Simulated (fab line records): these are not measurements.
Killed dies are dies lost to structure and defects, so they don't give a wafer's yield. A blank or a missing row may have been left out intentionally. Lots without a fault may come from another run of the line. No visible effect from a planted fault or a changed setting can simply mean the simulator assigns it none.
Chamber matching + flow n5-finfet + 4 sister chambers for N5_BEOL_M0_SAQP_DESCUM_45 on rie-diel-06
The step chemistry O2, time 7 s. 14 wafers are shown with their chamber, then 7 later ones without.

WAFERS WITH THEIR CHAMBER
| wafer  | chamber | drypump-motor-current-A (A) | showerhead-plenum-p-Torr (Torr) | throttle-valve-pct (%) |
|--------|---------|-----------------------------|---------------------------------|------------------------|
| L078.2 | 2       | 4.7                         | 2.07                            | 20.74                  |
| L078.3 | 0       | 6.3                         | 1.97                            | 20.77                  |
| L078.4 | 1       | 5.4                         | 2.19                            | 20.16                  |
| L080.1 | 3       | 4.7                         | 2.11                            | 20.42                  |
| L080.3 | 2       | 4.7                         | 2.07                            | 20.74                  |
| L080.4 | 0       | 6.2                         | 1.97                            | 20.77                  |
| L082.1 | 2       | 4.7                         | 2.07                            | 20.74                  |
| L082.3 | 3       | 4.7                         | 2.11                            | 20.44                  |
| L082.4 | 0       | 6.2                         | 1.97                            | 20.78                  |
| L093.2 | 0       | 6.2                         | 1.96                            | 20.80                  |
| L093.3 | 2       | 4.7                         | 2.06                            | 20.77                  |
| L093.4 | 1       | 5.4                         | 2.18                            | 20.20                  |
| L094.3 | 1       | 5.4                         | 2.18                            | 20.22                  |
| L094.4 | 3       | 4.7                         | 2.10                            | 20.48                  |

SIGNATURES (averages over the wafers above)
| reading                  | chamber 0 | chamber 1 | chamber 2 | chamber 3 | scatter within a chamber |
|--------------------------|-----------|-----------|-----------|-----------|--------------------------|
| drypump-motor-current-A  | 6.225     | 5.400     | 4.700     | 4.700     | 0.0274                   |
| showerhead-plenum-p-Torr | 1.9675    | 2.1833    | 2.0675    | 2.1067    | 0.00532                  |
| throttle-valve-pct       | 20.7800   | 20.1933   | 20.7475   | 20.4467   | 0.0224                   |
Rule: distance of a wafer from a chamber = root of the sum over the readings of ((wafer's reading minus chamber's mean) / reading's scatter) squared. The wafer belongs to the nearest chamber; if the next one is less than 2 further off, it can't be placed. The scatter: the root of (the sum of the squares of (reading less its chamber's mean) over the shown wafers, divided by (wafers less chambers)).

WAFERS WITHOUT THEIR CHAMBER
| wafer  | drypump-motor-current-A (A) | showerhead-plenum-p-Torr (Torr) | throttle-valve-pct (%) |
|--------|-----------------------------|---------------------------------|------------------------|
| L094.6 | 4.8                         | 2.10                            | 20.47                  |
| L096.4 | 4.7                         | 2.06                            | 20.78                  |
| L096.5 | 6.2                         | 1.96                            | 20.81                  |
| L096.6 | 4.8                         | 2.10                            | 20.47                  |
| L097.2 | 4.7                         | 2.10                            | 20.48                  |
| L097.4 | 6.3                         | 1.96                            | 20.80                  |
| L097.6 | 4.7                         | 2.10                            | 20.46                  |

EACH ONE'S CHAMBER
| wafer  | from the rows above | in truth |
|--------|---------------------|----------|
| L094.6 | 3                   | 3        |
| L096.4 | 2                   | 2        |
| L096.5 | 0                   | 0        |
| L096.6 | 3                   | 3        |
| L097.2 | 3                   | 3        |
| L097.4 | 0                   | 0        |
| L097.6 | 3                   | 3        |
Correct placement for 7 of the 7. Left unplaced by these rows: 0. Placed wrongly: 0.
